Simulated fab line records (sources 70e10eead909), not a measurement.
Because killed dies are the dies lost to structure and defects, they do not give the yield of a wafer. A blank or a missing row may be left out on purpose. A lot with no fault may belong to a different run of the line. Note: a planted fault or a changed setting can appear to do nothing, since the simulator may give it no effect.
Chamber matching    flow nand-harc    pecvd-04 running NHARC_A_CONTACT_DEP_24: 3 sister chambers
The step deposits SiO2, target thk 500 nm. 20 wafers are shown with their chamber, then 10 later ones without.

## WAFERS PAIRED WITH THEIR CHAMBERS
wafer   chamber  showerhead-vpp-V (V)  heater-power-w (W)  throttle-valve-pct (%)
L078.1  1        1840                  497                 16.0
L078.3  0        1755                  657                 16.3
L078.4  2        1915                  533                 16.9
L080.3  2        1911                  620                 15.8
L080.4  0        1757                  624                 15.8
L080.6  2        1935                  480                 16.1
L083.1  2        1917                  632                 16.0
L083.2  0        1760                  614                 15.7
L083.6  2        1922                  472                 16.0
L082.1  1        1860                  455                 15.6
L082.2  2        1929                  499                 16.0
L082.5  1        1862                  459                 15.7
L084.1  0        1777                  649                 15.7
L084.3  1        1833                  432                 15.6
L084.4  0        1769                  511                 16.1
L089.2  2        1918                  495                 16.0
L089.4  1        1824                  335                 15.6
L089.6  2        1963                  537                 16.0
L086.1  1        1850                  458                 15.8
L086.3  2        1916                  625                 15.9

SIGNATURES, as means of the wafers listed above
reading             chamber 0  chamber 1  chamber 2  scatter within a chamber
showerhead-vpp-V    1763.60    1844.83    1925.11    14.4
heater-power-w      611.00     439.33     543.67     60.8
throttle-valve-pct  15.920     15.717     16.078     0.269
Rule: a wafer lies at a distance from a chamber equal to the root of the sum of squares, over the readings, of (its reading less the chamber's mean, divided by the reading's scatter). If the next closest chamber is less than 2 further off than the closest, the wafer can't be placed; otherwise it belongs to the closest. The scatter: take each reading less its chamber's mean, square it, sum over the shown wafers, divide by the number of wafers less the number of chambers, and take the root.

## WAFERS WHOSE CHAMBER IS MISSING
wafer   showerhead-vpp-V (V)  heater-power-w (W)  throttle-valve-pct (%)
L086.6  1937                  480                 16.6
L090.3  1846                  358                 15.8
L090.5  1853                  390                 15.9
L090.6  1758                  586                 15.9
L092.4  1756                  640                 16.0
L092.5  1849                  447                 15.8
L092.6  1921                  615                 16.2
L097.2  1757                  555                 16.5
L097.4  1921                  465                 16.0
L097.6  1847                  386                 15.5

## THE CHAMBER EACH PASSED THROUGH
wafer   from the rows above  in truth
L086.6  2                    2
L090.3  1                    1
L090.5  1                    1
L090.6  0                    0
L092.4  0                    0
L092.5  1                    1
L092.6  2                    2
L097.2  0                    0
L097.4  2                    2
L097.6  1                    1
Correct placement for 10 of the 10. From these rows, 0 cannot be placed. Number placed wrongly: 0.
